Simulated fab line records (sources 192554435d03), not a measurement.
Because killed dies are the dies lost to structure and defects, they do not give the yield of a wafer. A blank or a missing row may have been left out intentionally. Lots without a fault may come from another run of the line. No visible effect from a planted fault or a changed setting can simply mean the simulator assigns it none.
fab line records	flow n5-finfet
[record] lots = 15	wafers = 45	last-day = 17
route steps=1938 shown BEOL_M10@1483
lots with no fault: from the same line, run without faults
start-h: start of the lot's first displayed wafer, in hours after the record's first day	wait-h: hours from the lot's prior step to this one	" as in the row above	L1.1+2: several wafers, shown together as one row	- value missing, or start not given	* or withheld: withheld	< > ~ a bound
route shown NAME@n: NAME is a module with steps in the file, n the number in the route of the first one	usual: average and standard deviation across the fault-free wafers	same: alike in all rows	chamber/n: place in a boat	sites: the reading at each site	_std_site: their standard deviation	_edge_site: outer sites' mean less inner sites'	radius-mm: how far each site lies from the wafer's centre	mask NAME#n: copy n	behind: the last tool/chamber to shape the wafer	hold: why the lot went on hold/how many hours it stayed there/how the hold came to an end	device: names the non-switching transistor (n, p or np)	end of line: the same wafers' tests at the end of the route	a step without rows: its recipe alone	killed: the dies lost at the first sort to structure and to defects; this is not the yield of the wafer	map: the dies of a wafer, with x for killed, . for not killed, _ for no die there
set.NAME: the run value of the setting; set.NAME@STEP: its run value at that earlier step	model.NAME: the simulator's own value behind a step, which no gauge read
route steps across a sampled set of lots; one table per step, one row per wafer
services: a tool's chamber out of use, with start hour (start-h, from the record's first day; less than 0 if before it), hours out, and reason
[[steps]]
[step N5_BEOL_M10_CD_MEAS_11]
[recipe] target-cd-nm = 64.1	landing-energy-ev = 500	detector = se-inlens	polarity = opening
[usual] cd-nm = 64.0/0.41
[same] landing-energy-ev = 500
lot.wafer	tool	chamber	start-h	wait-h	cd-nm
L174.1	cd-sem-02	0	217.61	-	63.5
L174.4	"	0	"	"	63.3
L174.5	"	0	"	"	63.7
L175.1	cd-sem-01	0	221.02	-	63.5
L175.4	"	0	"	"	63.5
L175.6	"	0	"	"	63.9
L176.1	cd-sem-01	0	224.91	-	63.9
L176.5	"	0	"	"	63.9
L176.6	"	0	"	"	63.4
L178.1	cd-sem-02	0	226.40	-	64.3
L178.3	"	0	"	"	64.4
L178.6	"	0	"	"	64.2
L177.2	cd-sem-02	0	230.21	-	64.1
L177.5	"	0	"	"	64.2
L177.6	"	0	"	"	64.3
L179.1	cd-sem-03	0	244.68	-	63.7
L179.2	"	0	"	"	64.1
L179.4	"	0	"	"	64.3
L182.2	cd-sem-02	0	266.48	-	64.3
L182.3	"	0	"	"	64.3
L182.6	"	0	"	"	64.0
L186.1	cd-sem-01	0	282.03	-	64.5
L186.2	"	0	"	"	64.4
L186.6	"	0	"	"	64.1
L185.3	cd-sem-03	0	291.65	-	64.8
L185.5	"	0	"	"	64.6
L185.6	"	0	"	"	64.0
L191.2	cd-sem-01	0	333.61	-	63.6
L191.4	"	0	"	"	63.0
L191.6	"	0	"	"	63.1
L193.1	cd-sem-03	0	344.61	-	64.2
L193.3	"	0	"	"	64.5
L193.5	"	0	"	"	64.2
L194.1	cd-sem-03	0	344.77	-	63.7
L194.3	"	0	"	"	64.4
L194.5	"	0	"	"	63.7
L195.2	cd-sem-03	0	358.06	-	63.9
L195.3	"	0	"	"	63.7
L195.4	"	0	"	"	63.6
L197.1	cd-sem-03	0	358.30	-	64.4
L197.2	"	0	"	"	64.4
L197.4	"	0	"	"	64.5
L196.2	cd-sem-01	0	361.62	-	64.0
L196.4	"	0	"	"	64.0
L196.6	"	0	"	"	63.8
[step N5_BEOL_M10_ETCH_61]
[recipe] chemistry = CF4	target = SiARC	target-depth-a = 390	mask-material = CAR-ArF	time-s = 65	ion-energy-ev = 80	pressure-mtorr = 40	source-w = 545	bias-w = 36	Ar_flow_sccm = 100	cf4-flow-sccm = 100	ends = cleared
[usual] chamber-pressure-mTorr = 40.00/0.036	drypump-motor-current-A = 5.9/0.43	etch-rf-on-time-s = 64.7/0.96	oes-product-au = 0.69/0.071	rf-fwd-power-W = 538.3/2.8	rf-vpp-V = 183.9/1	showerhead-plenum-p-Torr = 2.13/0.064	throttle-valve-pct = 15.55/0.24
lot.wafer	tool	chamber	start-h	wait-h	chamber-pressure-mTorr	drypump-motor-current-A	etch-rf-on-time-s	oes-product-au	rf-fwd-power-W	rf-hours-counter-h	rf-vpp-V	showerhead-plenum-p-Torr	throttle-valve-pct
L174.1	rie-diel-04	2	218.16	0.0	40.03	5.0	66.3	0.59	534.1	215	181.0	2.04	15.45
L174.4	"	3	"	"	40.05	6.2	63.5	0.67	536.7	-	182.7	2.06	15.31
L174.5	"	2	"	"	40.01	5.0	66.3	0.60	534.6	-	182.5	2.04	15.48
L175.1	rie-diel-04	2	221.31	0.0	39.99	4.9	66.9	0.59	530.3	217	183.1	2.04	15.45
L175.4	"	2	"	"	40.02	4.9	66.8	0.59	532.6	-	183.1	2.04	15.46
L175.6	"	0	"	"	40.02	5.7	64.4	0.68	536.3	-	184.1	2.07	15.84
L176.1	rie-diel-04	2	225.35	0.0	40.05	5.0	67.0	0.59	532.2	219	181.9	2.04	15.45
L176.5	"	0	"	"	40.05	5.7	65.2	0.67	539.2	-	182.9	2.07	15.82
L176.6	"	3	"	"	40.01	6.2	64.0	0.66	534.3	-	183.6	2.06	15.33
L178.1	rie-diel-04	2	226.53	0.0	40.01	5.0	66.3	0.60	534.1	219	183.4	2.04	15.45
L178.3	"	0	"	"	39.96	5.7	63.8	0.68	537.1	111	183.5	2.07	15.82
L178.6	"	0	"	"	39.99	5.7	63.8	0.69	537.9	-	183.1	2.07	15.83
L177.2	rie-diel-01	2	230.34	0.0	40.02	6.4	63.9	0.64	540.9	171	183.6	2.14	16.10
L177.5	"	2	"	"	39.99	6.5	63.7	0.65	542.7	-	184.5	2.14	16.09
L177.6	"	3	"	"	39.94	6.4	63.2	0.80	542.9	-	183.9	2.26	15.27
L179.1	rie-diel-03	0	244.80	0.0	40.01	6.1	63.6	0.73	540.7	54	181.9	2.09	15.34
L179.2	"	2	"	"	40.05	6.0	65.4	0.64	537.4	138	184.7	2.15	15.53
L179.4	"	3	"	"	40.00	5.2	64.0	0.83	541.4	-	185.7	2.19	15.41
L182.2	rie-diel-01	2	266.69	0.0	40.01	6.5	64.0	0.63	540.3	183	183.7	2.13	16.10
L182.3	"	3	"	"	39.99	6.4	63.3	0.77	539.0	34	184.3	2.26	15.31
L182.6	"	3	"	"	40.02	6.3	63.7	0.79	542.6	-	185.4	2.26	15.30
L186.1	rie-diel-04	2	282.15	0.0	40.03	4.9	67.4	0.58	532.4	238	182.2	2.04	15.50
L186.2	"	3	"	"	40.05	6.2	64.6	0.64	535.4	143	182.5	2.06	15.36
L186.6	"	2	"	"	39.99	5.0	67.4	0.57	531.0	-	182.5	2.04	15.49
L185.3	rie-diel-01	3	292.47	0.0	40.02	6.4	64.4	0.77	538.5	43	185.7	2.26	15.30
L185.5	"	3	"	"	40.03	6.4	64.0	0.76	541.0	-	185.5	2.25	15.32
L185.6	"	0	"	"	40.07	5.7	64.9	0.60	538.6	-	183.0	2.13	15.51
L191.2	rie-diel-03	0	333.79	0.0	40.05	6.1	64.3	0.70	539.4	86	184.3	2.08	15.42
L191.4	"	3	"	"	40.04	5.2	64.4	0.75	540.2	34	185.8	2.18	15.50
L191.6	"	0	"	"	39.96	6.1	64.6	0.70	540.6	-	184.6	2.08	15.40
L193.1	rie-diel-01	3	344.74	0.0	40.07	6.3	64.0	0.74	539.1	62	186.0	2.25	15.35
L193.3	"	0	"	"	40.04	5.7	64.6	0.60	536.3	227	183.4	2.13	15.55
L193.5	"	0	"	"	39.94	5.7	64.7	0.60	537.3	-	183.6	2.13	15.54
L194.1	rie-diel-03	0	344.94	0.0	40.00	6.1	64.4	0.70	536.7	90	184.1	2.08	15.42
L194.3	"	3	"	"	40.02	5.2	65.1	0.74	542.0	38	184.0	2.18	15.47
L194.5	"	1	"	"	40.06	5.9	63.3	0.79	540.2	-	183.2	2.10	15.49
L195.2	rie-diel-03	3	358.91	0.0	39.97	5.2	65.7	0.73	541.1	42	185.1	2.18	15.50
L195.3	"	0	"	"	40.02	6.1	64.8	0.69	537.4	96	183.7	2.07	15.43
L195.4	"	1	"	"	39.92	5.8	63.8	0.79	540.1	25	182.9	2.10	15.49
L197.1	rie-diel-04	2	359.23	0.0	39.99	5.0	64.7	0.81	533.7	8	185.9	2.28	15.03
L197.2	"	3	"	"	39.98	6.2	64.0	0.62	535.8	174	183.0	2.05	15.42
L197.4	"	0	"	"	40.01	5.7	64.6	0.64	535.5	162	181.8	2.05	15.94
L196.2	rie-diel-03	3	361.77	0.0	39.96	5.2	64.9	0.73	540.3	44	185.1	2.18	15.51
L196.4	"	2	"	"	40.03	6.0	65.7	0.60	535.2	180	184.1	2.14	15.62
L196.6	"	2	"	"	39.96	6.0	66.1	0.61	534.5	-	184.5	2.14	15.61
[step N5_BEOL_M10_HM_OPEN_17]
[recipe] chemistry = Cl2/BCl3	target-depth-a = 200	overetch-a = 60	target = TiN	mask-material = SOC	ion-energy-ev = 150	pressure-mtorr = 10	icp-w = 1000	bias-w = 126	Cl2_flow_sccm = 53.25	bcl3-flow-sccm = 21.75	Ar_flow_sccm = 25
[usual] bcl3-flow-sccm = 21.75/0.065	chamber-pressure-mTorr = 9.999/0.009	drypump-motor-current-A = 5.8/0.5	oes-product-au = 0.64/0.083	rf-fwd-power-W = 993.2/3	throttle-valve-pct = 22.15/0.097
lot.wafer	tool	chamber	start-h	wait-h	bcl3-flow-sccm	chamber-pressure-mTorr	drypump-motor-current-A	oes-product-au	rf-fwd-power-W	rf-hours-counter-h	throttle-valve-pct
L174.1	rie-metal-01	1	218.40	0.0	21.81	9.972	5.8	0.56	993.5	92	22.26
L174.4	"	0	"	"	21.69	10.010	5.3	0.69	997.1	-	22.21
L174.5	"	0	"	"	21.78	10.000	5.3	0.70	997.5	-	22.21
L175.1	rie-metal-01	0	221.55	0.0	21.95	10.004	5.3	0.71	995.2	21	22.21
L175.4	"	1	"	"	21.69	9.993	5.8	0.57	997.0	-	22.24
L175.6	"	0	"	"	21.79	10.007	5.3	0.70	993.4	-	22.21
L176.1	rie-metal-01	0	225.59	0.0	21.84	9.995	5.4	0.70	996.3	22	22.21
L176.5	"	0	"	"	21.81	9.989	5.3	0.70	999.1	-	22.22
L176.6	"	1	"	"	21.77	10.003	5.9	0.56	996.3	-	22.25
L178.1	rie-metal-01	0	226.76	0.0	21.76	9.998	5.3	0.70	993.3	22	22.21
L178.3	"	1	"	"	21.79	9.980	5.9	0.55	989.1	-	22.25
L178.6	"	0	"	"	21.63	9.990	5.3	0.71	989.5	-	22.21
L177.2	rie-metal-02	1	230.58	0.0	21.76	9.992	6.1	0.61	994.7	65	22.01
L177.5	"	1	"	"	21.73	9.986	6.1	0.61	994.0	-	22.03
L177.6	"	0	"	"	21.69	9.992	6.6	0.65	995.7	-	22.08
L179.1	rie-metal-03	0	245.04	0.0	21.76	10.008	6.3	0.83	992.7	1	22.03
L179.2	"	1	"	"	21.75	9.999	5.0	0.55	989.7	108	22.22
L179.4	"	1	"	"	21.86	10.009	5.0	0.55	988.9	-	22.23
L182.2	rie-metal-01	0	266.93	0.0	21.60	10.014	5.3	0.69	990.2	25	22.21
L182.3	"	1	"	"	21.80	10.000	5.9	0.56	991.6	-	22.25
L182.6	"	0	"	"	21.70	9.999	5.3	0.69	993.4	-	22.24
L186.1	rie-metal-02	0	282.39	0.0	21.95	9.976	6.5	0.63	988.7	48	22.09
L186.2	"	1	"	"	21.71	9.988	6.1	0.60	995.7	70	22.04
L186.6	"	0	"	"	21.91	9.997	6.6	0.63	990.5	-	22.10
L185.3	rie-metal-01	1	292.73	0.1	21.75	9.996	5.8	0.55	991.8	-	22.25
L185.5	"	1	"	"	21.76	9.996	5.9	0.55	995.6	-	22.27
L185.6	"	0	"	"	21.74	10.003	5.3	0.69	991.6	-	22.22
L191.2	rie-metal-02	1	334.02	0.0	21.78	9.990	6.1	0.59	991.7	74	22.04
L191.4	"	0	"	"	21.60	9.988	6.5	0.63	994.2	-	22.09
L191.6	"	1	"	"	21.71	9.982	6.1	0.59	995.7	-	22.04
L193.1	rie-metal-01	1	345.00	0.1	21.76	10.005	5.9	0.54	992.7	104	22.28
L193.3	"	0	"	"	21.82	10.007	5.3	0.67	993.5	-	22.22
L193.5	"	1	"	"	21.65	9.997	5.8	0.54	996.1	-	22.28
L194.1	rie-metal-03	0	345.17	0.0	21.68	9.996	6.3	0.76	992.3	10	22.02
L194.3	"	0	"	"	21.67	10.005	6.3	0.78	995.2	-	22.04
L194.5	"	0	"	"	21.70	10.000	6.3	0.77	993.2	-	22.04
L195.2	rie-metal-01	1	359.14	0.0	21.75	10.001	5.9	0.54	992.3	106	22.28
L195.3	"	1	"	"	21.69	10.000	5.9	0.54	992.1	-	22.29
L195.4	"	0	"	"	21.74	10.004	5.3	0.66	992.2	-	22.25
L197.1	rie-metal-03	0	359.47	0.0	21.79	9.996	6.4	0.77	992.1	11	22.03
L197.2	"	1	"	"	21.69	9.994	4.9	0.82	989.3	1	22.05
L197.4	"	0	"	"	21.77	10.009	6.3	0.76	993.6	-	22.04
L196.2	rie-metal-01	1	362.01	0.0	21.71	9.993	5.8	0.54	987.7	106	22.26
L196.4	"	1	"	"	21.80	9.999	5.8	0.55	998.2	-	22.28
L196.6	"	1	"	"	21.81	9.995	5.8	0.55	993.5	-	22.29
[step N5_BEOL_M10_PEB_26]
[recipe] peb-temp-c = withheld	peb-time-s = 60	resist = CAR-ArF
[usual] chill-plate-temp-C = 23.01/0.12	exhaust-pa = 44.9/0.92
lot.wafer	tool	chamber	start-h	wait-h	chill-plate-temp-C	exhaust-pa
L174.1	litho-track-03	0	219.59	0.1	23.18	44.9
L174.4	"	0	"	"	23.07	44.5
L174.5	"	0	"	"	23.22	46.2
L175.1	litho-track-03	0	222.82	0.1	23.09	44.1
L175.4	"	0	"	"	22.98	44.1
L175.6	"	0	"	"	23.05	43.9
L176.1	litho-track-05	0	228.94	0.1	23.08	45.4
L176.5	"	0	"	"	23.19	44.6
L176.6	"	0	"	"	23.15	44.8
L178.1	litho-track-01	0	229.11	0.1	22.75	45.6
L178.3	"	0	"	"	22.84	45.0
L178.6	"	0	"	"	22.94	45.3
L177.2	litho-track-01	0	231.19	0.1	22.84	44.1
L177.5	"	0	"	"	22.87	43.9
L177.6	"	0	"	"	22.80	44.4
L179.1	litho-track-01	0	245.65	0.1	22.92	44.5
L179.2	"	0	"	"	23.10	45.0
L179.4	"	0	"	"	23.01	44.3
L182.2	litho-track-05	0	268.22	0.1	22.99	44.9
L182.3	"	0	"	"	22.91	46.0
L182.6	"	0	"	"	22.94	43.9
L186.1	litho-track-01	0	282.80	0.1	23.07	44.6
L186.2	"	0	"	"	23.12	44.6
L186.6	"	0	"	"	22.87	44.4
L185.3	litho-track-03	0	293.34	0.0	22.90	44.7
L185.5	"	0	"	"	23.08	45.1
L185.6	"	0	"	"	22.96	43.6
L191.2	litho-track-01	-	334.67	0.1	-	-
L191.4	"	-	"	"	-	-
L191.6	"	-	"	"	-	-
L194.1	litho-track-05	-	346.07	0.1	-	-
L194.3	"	-	"	"	-	-
L194.5	"	-	"	"	-	-
L193.1	litho-track-05	-	346.24	0.1	-	-
L193.3	"	-	"	"	-	-
L193.5	"	-	"	"	-	-
L195.2	litho-track-05	0	359.77	0.1	23.18	45.4
L195.3	"	0	"	"	23.11	47.1
L195.4	"	0	"	"	23.10	45.7
L197.1	litho-track-03	0	359.87	0.1	22.80	44.7
L197.2	"	0	"	"	22.94	45.3
L197.4	"	0	"	"	22.79	45.1
L196.2	litho-track-05	0	363.06	0.1	22.82	44.7
L196.4	"	0	"	"	22.86	44.8
L196.6	"	0	"	"	22.99	45.1
[[services]]
tool	chamber	start-h	hours	kind
rie-diel-04	1	204.31	-	clean
rie-diel-04	1	204.31	-	consumable-replace:focus-ring
rie-diel-04	1	204.31	27.6	scheduled-down
rie-diel-04	1	204.31	27.6	vent-cycle
rie-diel-01	3	218.62	7.3	repair
rie-diel-03	3	224.41	-	clean
rie-diel-03	3	224.41	-	consumable-replace:focus-ring
rie-metal-02	-	234.31	0.4	repair
rie-metal-01	0	255.06	3.6	repair
rie-diel-04	0	264.37	1.6	repair
rie-diel-01	0	279.48	7.2	repair
rie-diel-03	-	290.80	2.8	pm
rie-diel-04	1	291.19	8.4	repair
rie-metal-03	-	293.92	3.5	repair
rie-metal-02	1	295.89	2.2	repair
rie-diel-04	2	312.12	-	clean
rie-diel-04	2	312.12	-	consumable-replace:esc
rie-diel-04	2	312.12	-	consumable-replace:focus-ring
rie-diel-04	2	312.12	-	consumable-replace:showerhead
rie-diel-04	2	312.12	24.9	scheduled-down
rie-diel-04	2	312.12	24.9	vent-cycle
rie-diel-01	0	329.19	6.6	repair
litho-track-05	-	336.33	-	consumable-replace:filter
rie-diel-04	0	362.19	1.7	repair
[[key]]
[first-sign] step = N5_BEOL_M10_PEB_26	reading = tool-record	direction = missing
effect none on later readings
met-at N5_BEOL_M10_PEB_26
struck-lots L191,L193,L194
later-rows-left-out L191.2,L191.4,L191.6,L193.1,L193.3,L193.5,L194.1,L194.3,L194.5
sort-left-out L191.2,L191.4,L191.6,L193.1,L193.3,L193.5,L194.1,L194.3,L194.5
not-acting-at N5_BEOL_M10_CD_MEAS_11,N5_BEOL_M10_ETCH_61,N5_BEOL_M10_HM_OPEN_17
onset-between 282.80 334.67
[fault] kind = skipped-step-whole	tool = litho-track-01,litho-track-05	chamber = -	onset-h = 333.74	steps = N5_BEOL_M10_PEB_26	scope = struck-lots-only
// sort-left-out: the simulated sort isn't trusted on such a fault, so these wafers' sort isn't shown, and their yield isn't known
// later-rows-left-out: the simulator's readings of these wafers behind a module that went badly wrong aren't trusted and aren't shown, but for the sort
